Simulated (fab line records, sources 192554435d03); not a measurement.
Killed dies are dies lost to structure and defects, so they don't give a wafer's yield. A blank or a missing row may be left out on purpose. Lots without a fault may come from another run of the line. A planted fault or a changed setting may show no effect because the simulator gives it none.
A struck lot beside a sound one | flow n5_finfet | 30 steps out of a route of 1938
Sound: wafers L196.1, L196.3, L196.5. Struck: wafer L206.6. (L206.2, L206.3 of the same lot were not struck and are left out.) The cause comes at the end.
At each step with rows: each side's tool, then ch and its chambers, then its first start. Under that, the readings that differ: sound wafers | struck wafers | difference of the means | sigmas: that difference in standard deviations of wafers without a fault.
alike: readings whose means differ by less than 2 such deviations, and words and numbers that are the same on both sides. not compared: withheld readings, readings that some wafer has no value for, bounds like >300 that may hide the same value, and numbers for which the record gives no deviation and whose values overlap.
The two part at a step that has a row with sigmas, a row that says differs or no value, or rows on one side only. Numbers that don't overlap but have no deviation are shown without sigmas and don't part them. A reading that every wafer of one side lacks parts them only if that side has two wafers or more.

first, 1 step without rows for these wafers: N5_PASSIVATION_HARDBAKE_31 (time 120 s).
N5_PASSIVATION_CD_MEAS_30: target cd 4000 nm.
  sound on cd_sem-01 ch 0, day 13 15:02; struck on cd_sem-01 ch 0, day 16 16:02
  alike: cd_nm
N5_PASSIVATION_OVL_MEAS_63:
  sound on overlay-01 ch 0, day 13 15:04; struck on overlay-01 ch 0, day 16 16:04
  alike: PAD_OVL
N5_PASSIVATION_INSPECT_64: inspects for defects (macro).
  sound on defect_inspect-01, day 13 15:05; struck on defect_inspect-01, day 16 16:05
  alike: raw_defect_count
N5_PASSIVATION_DESCUM_32: chemistry O2, time 7.9 s.
  sound on rie_diel-05 ch 0,1,3, day 13 15:10; struck on rie_diel-02 ch 2, day 16 16:34
  reading      | sound             | struck | difference | sigmas
  rf_vpp_V (V) | 242.8 242.0 244.0 | 246.0  | +3.1       | +3
  alike: drypump_motor_current_A, o2_flow_sccm, oes_product_au, showerhead_plenum_p_Torr, throttle_valve_pct
  not compared: rf_hours_counter_h
N5_PASSIVATION_AL_ETCH_33: etches Al in Cl2/BCl3, stops on TaN, target depth 2800 nm, time 466.7 s.
  sound on rie_metal-02 ch 1, day 13 15:16; struck on rie_metal-03 ch 1, day 16 16:40
  alike: drypump_motor_current_A, he_backside_leak_sccm, oes_product_au, throttle_valve_pct
  not compared: rf_hours_counter_h
then, 6 steps without rows for these wafers: N5_PASSIVATION_ETCH_59 (etches TaN in Cl2/BCl3, target depth 65 nm, time 34.9 s); N5_PASSIVATION_STRIP_34 (strips in O2); N5_PASSIVATION_STRIP_51 (strips in post etch residue remover, time 1200 s); N5_PASSIVATION_CLEAN_69 (cleans in IPA, time 180 s); N5_PASSIVATION_SRD_70 (time 30 s); N5_PASSIVATION_PECVD_53 (deposits SiO2 from TEOS/O2, target thk 800 nm, time 169.4 s).
N5_PASSIVATION_PECVD_35: deposits SiNx from SiH4/NH3/N2, target thk 700 nm, time 151.3 s.
  sound on pecvd-02 ch 1,2, day 13 16:53; struck on pecvd-02 ch 1, day 16 18:17
  reading                                        | sound             | struck | difference | sigmas
  run_length_s (s)                               | 195.8 194.8 195.0 | 186.1  | -9.1       | -15
  model.SiNx_of_PASSIVATION_PECVD_35.thk_nm (nm) | 697.4 696.4 705   | 656.4  | -43.2      |
  alike: heater_power_w, showerhead_plenum_p_Torr, throttle_valve_pct
then, 8 steps without rows for these wafers: N5_PASSIVATION_HMDS_37 (time 60 s); N5_PASSIVATION_COAT_38; N5_PASSIVATION_EBR_40; N5_PASSIVATION_SOFTBAKE_39 (time 120 s); N5_PASSIVATION_EXPOSE_41 (exposes mask PASS OPEN, defocus 0 nm, target cd 40000 nm); N5_PASSIVATION_PEB_42; N5_PASSIVATION_DEVELOP_43 (develop time 60 s); N5_PASSIVATION_HARDBAKE_45 (time 120 s).
N5_PASSIVATION_CD_MEAS_44: target cd 40000 nm.
  sound on cd_sem-03 ch 0, day 13 17:19; struck on cd_sem-01 ch 0, day 16 18:43
  alike: cd_nm
N5_PASSIVATION_OVL_MEAS_66:
  sound on overlay-02 ch 0, day 13 17:21; struck on overlay-01 ch 0, day 16 18:45
  alike: PASS_OPEN_OVL
N5_PASSIVATION_INSPECT_67: inspects for defects (macro).
  sound on defect_inspect-02, day 13 17:22; struck on defect_inspect-01, day 16 18:47
  alike: raw_defect_count
then, 1 step without rows for these wafers: N5_PASSIVATION_DESCUM_46 (chemistry O2, time 7.9 s).
N5_PASSIVATION_PASS_ETCH_47: etches SiNx in CF4/O2, target depth 770 nm, time 385 s.
  sound on rie_diel-03 ch 0,2,3, day 13 17:26; struck on rie_diel-02 ch 1, day 16 19:02
  reading                     | sound       | struck | difference | sigmas
  drypump_motor_current_A (A) | 6.1 5.8 6.5 | 5.0    | -1.1       | -2
  alike: oes_product_au, rf_vpp_V, showerhead_plenum_p_Torr, throttle_valve_pct
  not compared: rf_hours_counter_h
N5_PASSIVATION_ETCH_54: etches SiO2 in CHF3/O2, target depth 880 nm, time 440 s.
  sound on rie_diel-03 ch 0,2,3, day 13 17:40; struck on rie_diel-02 ch 1, day 16 19:16
  reading                     | sound       | struck | difference | sigmas
  drypump_motor_current_A (A) | 6.1 5.8 6.4 | 5.0    | -1.1       | -2
  alike: oes_product_au, rf_vpp_V, showerhead_plenum_p_Torr, throttle_valve_pct
  not compared: rf_hours_counter_h
N5_PASSIVATION_STRIP_48: strips in O2.
  sound on rie_diel-03 ch 0,2,3, day 13 17:58; struck on rie_diel-02 ch 1, day 16 19:33
  reading                     | sound       | struck | difference | sigmas
  drypump_motor_current_A (A) | 6.1 5.8 6.4 | 5.0    | -1.1       | -2
  alike: o2_flow_sccm, oes_product_au, rf_vpp_V, showerhead_plenum_p_Torr, throttle_valve_pct
  not compared: rf_hours_counter_h
N5_PASSIVATION_STRIP_52: strips in post etch residue remover, time 1200 s.
  sound on wet_bench-06 ch 3,4,6, day 13 18:01; struck on wet_bench-03 ch 0, day 16 19:37
  reading                                        | sound           | struck | difference | sigmas
  model.SiNx_of_PASSIVATION_PECVD_35.thk_nm (nm) | 697.2 696 704.6 | 656    | -43        |
then, 1 step without rows for these wafers: N5_PASSIVATION_CLEAN_71 (cleans in IPA, time 180 s).

WHERE THEY PART
First at N5_PASSIVATION_DESCUM_32; last, within this record, at N5_PASSIVATION_STRIP_48.

WHY: what the simulator had put in
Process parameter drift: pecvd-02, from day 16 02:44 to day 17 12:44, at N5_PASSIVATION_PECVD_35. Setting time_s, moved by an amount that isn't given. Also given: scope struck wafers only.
